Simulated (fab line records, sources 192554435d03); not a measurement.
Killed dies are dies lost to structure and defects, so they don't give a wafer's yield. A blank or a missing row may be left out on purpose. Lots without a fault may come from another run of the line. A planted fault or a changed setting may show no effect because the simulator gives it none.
Chamber matching | flow n5_finfet | N5_BEOL_M2_STRIP_36 on rie_diel-02: 4 sister chambers
The step strips in N2/H2. 4 wafers are shown with their chamber, then 10 later ones without.

WAFERS WITH THEIR CHAMBER
wafer  | chamber | showerhead_plenum_p_Torr (Torr)
L077.4 | 1       | 2.57
L088.1 | 2       | 2.46
L091.2 | 0       | 2.48
L091.4 | 3       | 2.57

WAFERS WITHOUT THEIR CHAMBER
wafer  | showerhead_plenum_p_Torr (Torr)
L091.5 | 2.56
L093.1 | 2.48
L093.4 | 2.46
L093.6 | 2.48
L094.3 | 2.46
L094.5 | 2.55
L094.6 | 2.46
L096.1 | 2.47
L096.4 | 2.46
L096.5 | 2.46

WHICH CHAMBER EACH WENT THROUGH
wafer  | from the rows above     | in truth
L091.5 | can't be placed: 1 or 3 | 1
L093.1 | 0                       | 0
L093.4 | 2                       | 2
L093.6 | 0                       | 0
L094.3 | 2                       | 2
L094.5 | can't be placed: 1 or 3 | 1
L094.6 | 2                       | 2
L096.1 | can't be placed: 0 or 2 | 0
L096.4 | 2                       | 2
L096.5 | 2                       | 2
Placed correctly: 7 of 10. Can't be placed from these rows: 3 (the true chamber is among the candidates in 3). Placed wrongly: 0.
How it was worked out, from the rows above alone: a wafer's distance from a chamber is the root of the sum, over the readings, of the square of ((its reading less the chamber's mean) divided by the reading's scatter). The wafer belongs to the nearest chamber; if the next one is less than 2 further off, it can't be placed. A chamber's mean is the mean of its shown wafers. The scatter: with one shown wafer a chamber, the root of the mean of the squares of how far each hidden wafer lies from its nearest shown one.
